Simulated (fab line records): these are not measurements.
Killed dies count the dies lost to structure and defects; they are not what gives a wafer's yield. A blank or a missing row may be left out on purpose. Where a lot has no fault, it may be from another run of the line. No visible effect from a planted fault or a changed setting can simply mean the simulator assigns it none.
The tool behind it: which one? | flow nand-harc | 6 lots, 18 wafers sampled, at 2 steps of a route of 1302

## WHAT THE GAUGES READ, wafer by wafer
NHARC_A_SLIT_CD_MEAS_09 targets a cd of 300 nm.
lot  | measured     | on        | cd-nm (nm)
L848 | day 20 21:25 | cd-sem-03 | 299.4 298.4 298.8
L851 | day 22 09:46 | cd-sem-03 | 298.6 298.7 299.4
L852 | day 23 05:02 | cd-sem-01 | 299.4 299.5 299.3
L857 | day 24 03:27 | cd-sem-02 | 299.2 300.5 299.7
L863 | day 26 00:43 | cd-sem-01 | 299.4 299.8 298.9
L865 | day 27 11:01 | cd-sem-03 | 299.3 299.2 299.3

## WHICH TOOL RAN EACH LOT (tool, then ch and the chambers of the sampled wafers, then the start)
lot  | NHARC_A_SLIT_DEP_25
L848 | pecvd-04 ch 0,1,2, day 20 16:35
L851 | pecvd-04 ch 0,2, day 22 04:58
L852 | pecvd-04 ch 0,1, day 22 23:02
L857 | pecvd-01 ch 0,2, day 23 22:23
L863 | pecvd-01 ch 0,1,2, day 25 20:04
L865 | pecvd-02 ch 0,2, day 27 05:57
- NHARC_A_SLIT_DEP_25: deposits SiO2, target thk 200 nm.

## THE ANSWER, worked out from the rows above alone
Rule: the usual values come from the lots themselves. The widest of any qualifying gaps counts: lots, ordered by their means at a reading, are off when they make up no more than a third of the lots, leave a main group of 4 or more, and stand apart from it by 3 or more times the standard deviation of that group's means. Not used: any main group whose means are identical at the precision the tables above print for the reading. A lot without any number at a reading at which 4 lots or more have one is off too. All remaining lots with rows at the step are treated as sound.
No lot is off on any of the readings shown, so nothing can be concluded from this.

## WHAT WAS PUT IN BY THE SIMULATOR
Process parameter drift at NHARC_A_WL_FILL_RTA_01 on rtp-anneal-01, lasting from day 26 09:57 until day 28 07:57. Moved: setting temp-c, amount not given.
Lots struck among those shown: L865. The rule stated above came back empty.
